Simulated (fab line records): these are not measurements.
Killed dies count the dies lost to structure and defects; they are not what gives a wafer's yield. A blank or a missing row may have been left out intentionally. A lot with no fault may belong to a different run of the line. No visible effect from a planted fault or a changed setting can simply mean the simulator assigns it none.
Matching of chambers + flow n5_finfet + 3 sister chambers for N5_BEOL_M2_PECVD_72 on pecvd-04
The step deposits SiO2 from TEOS/O2, target thk 16 nm, time 18 s. 6 wafers are shown with their chamber, then 8 later ones without.

## WAFERS, EACH WITH ITS CHAMBER
| wafer  | chamber | throttle_valve_pct (%) | showerhead_plenum_p_Torr (Torr) |
|--------|---------|------------------------|---------------------------------|
| L085.5 | 2       | 22.1                   | 8.82                            |
| L085.6 | 1       | 24.7                   | 8.88                            |
| L086.2 | 1       | 25.2                   | 8.88                            |
| L086.3 | 0       | 22.6                   | 8.74                            |
| L086.5 | 2       | 22.2                   | 8.81                            |
| L087.2 | 0       | 22.8                   | 8.74                            |

## WAFERS WHOSE CHAMBER IS MISSING
| wafer  | throttle_valve_pct (%) | showerhead_plenum_p_Torr (Torr) |
|--------|------------------------|---------------------------------|
| L087.3 | 22.2                   | 8.82                            |
| L087.4 | 21.9                   | 8.80                            |
| L091.1 | 22.9                   | 8.72                            |
| L091.2 | 24.9                   | 8.87                            |
| L091.5 | 25.2                   | 8.86                            |
| L093.1 | 22.8                   | 8.74                            |
| L093.2 | 22.2                   | 8.82                            |
| L093.3 | 22.3                   | 8.82                            |

## CHAMBER TAKEN BY EACH
| wafer  | from the rows above | in truth |
|--------|---------------------|----------|
| L087.3 | 2                   | 2        |
| L087.4 | 2                   | 2        |
| L091.1 | 0                   | 0        |
| L091.2 | 1                   | 1        |
| L091.5 | 1                   | 1        |
| L093.1 | 0                   | 0        |
| L093.2 | 2                   | 2        |
| L093.3 | 2                   | 2        |
Correctly placed: 8 of 8. Can't be placed from these rows: 0. Placed wrongly: 0.
How it was worked out, from the rows above alone: a wafer's distance from a chamber is the root of the sum, over the readings, of the square of ((its reading less the chamber's mean) divided by the reading's scatter). If the next closest chamber is less than 2 further off than the closest, the wafer can't be placed; otherwise it belongs to the closest. The mean given for a chamber averages the wafers shown for that chamber. How the scatter is found: for the shown wafers, subtract from each reading the mean of its chamber, square and add these, divide the total by (wafers less chambers), then take the root.
